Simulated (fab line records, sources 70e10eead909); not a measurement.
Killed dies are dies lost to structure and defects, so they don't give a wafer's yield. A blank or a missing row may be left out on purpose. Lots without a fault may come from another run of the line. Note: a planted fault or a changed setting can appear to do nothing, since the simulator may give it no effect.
Chamber matching ; flow nand harc ; NHARC_P_M0_PRE_CLEAN_31 on pecvd-02: 3 sister chambers
The step time 12 s. 6 wafers are shown with their chamber, then 8 later ones without.

== EACH WAFER AND ITS CHAMBER ==
wafer;chamber;heater power w (W)
L082.5;1;572
L082.6;2;553
L093.1;2;494
L093.2;0;705
L093.5;1;603
L094.1;0;720

== WAFERS WITHOUT THEIR CHAMBER ==
wafer;heater power w (W)
L094.2;504
L094.3;619
L095.2;548
L095.3;624
L095.6;594
L096.2;561
L096.3;661
L096.6;509

== THE CHAMBER EACH PASSED THROUGH ==
wafer;from the rows above;in truth
L094.2;2;2
L094.3;1;1
L095.2;can't be placed: 2 or 1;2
L095.3;can't be placed: 1 or 0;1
L095.6;1;1
L096.2;can't be placed: 1 or 2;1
L096.3;can't be placed: 0 or 1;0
L096.6;2;2
4 of 8 placed correctly. Cannot be placed on the basis of these rows: 4; the candidates contain the true chamber in 4. Number placed wrongly: 0.
How it was worked out, from the rows above alone: a wafer's distance from a chamber is the root of the sum, over the readings, of the square of ((its reading less the chamber's mean) divided by the reading's scatter). The wafer belongs to the nearest chamber; if the next one is less than 2 further off, it can't be placed. For every chamber, the mean is computed from those of its wafers that are shown. The scatter: the root of (the sum of the squares of (reading less its chamber's mean) over the shown wafers, divided by (wafers less chambers)).
